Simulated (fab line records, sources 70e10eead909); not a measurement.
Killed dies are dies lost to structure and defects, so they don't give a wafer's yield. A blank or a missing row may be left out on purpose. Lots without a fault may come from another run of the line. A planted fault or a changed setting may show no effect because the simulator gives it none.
Chamber matching | flow nand_harc | NHARC_A_CONTACT_ETCH_91 on rie_diel-11: 4 sister chambers
The step etches the open film in CH3F/O2, target depth 40 nm, time 85.7 s. 4 wafers are shown with their chamber, then 7 later ones without.

WAFERS WITH THEIR CHAMBER
wafer  | chamber | drypump_motor_current_A (A)
L078.2 | 2       | 6.4
L081.1 | 1       | 5.8
L080.2 | 3       | 5.8
L080.4 | 0       | 5.5

WAFERS WITHOUT THEIR CHAMBER
wafer  | drypump_motor_current_A (A)
L080.6 | 5.8
L088.2 | 6.4
L088.5 | 5.9
L088.6 | 5.5
L095.1 | 5.9
L095.2 | 5.8
L095.5 | 6.4

WHICH CHAMBER EACH WENT THROUGH
wafer  | from the rows above     | in truth
L080.6 | can't be placed: 1 or 3 | 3
L088.2 | 2                       | 2
L088.5 | can't be placed: 1 or 3 | 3
L088.6 | 0                       | 0
L095.1 | can't be placed: 1 or 3 | 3
L095.2 | can't be placed: 1 or 3 | 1
L095.5 | 2                       | 2
Placed correctly: 3 of 7. Can't be placed from these rows: 4 (the true chamber is among the candidates in 4). Placed wrongly: 0.
How it was worked out, from the rows above alone: a wafer's distance from a chamber is the root of the sum, over the readings, of the square of ((its reading less the chamber's mean) divided by the reading's scatter). The wafer belongs to the nearest chamber; if the next one is less than 2 further off, it can't be placed. A chamber's mean is the mean of its shown wafers. The scatter: with one shown wafer a chamber, the root of the mean of the squares of how far each hidden wafer lies from its nearest shown one.
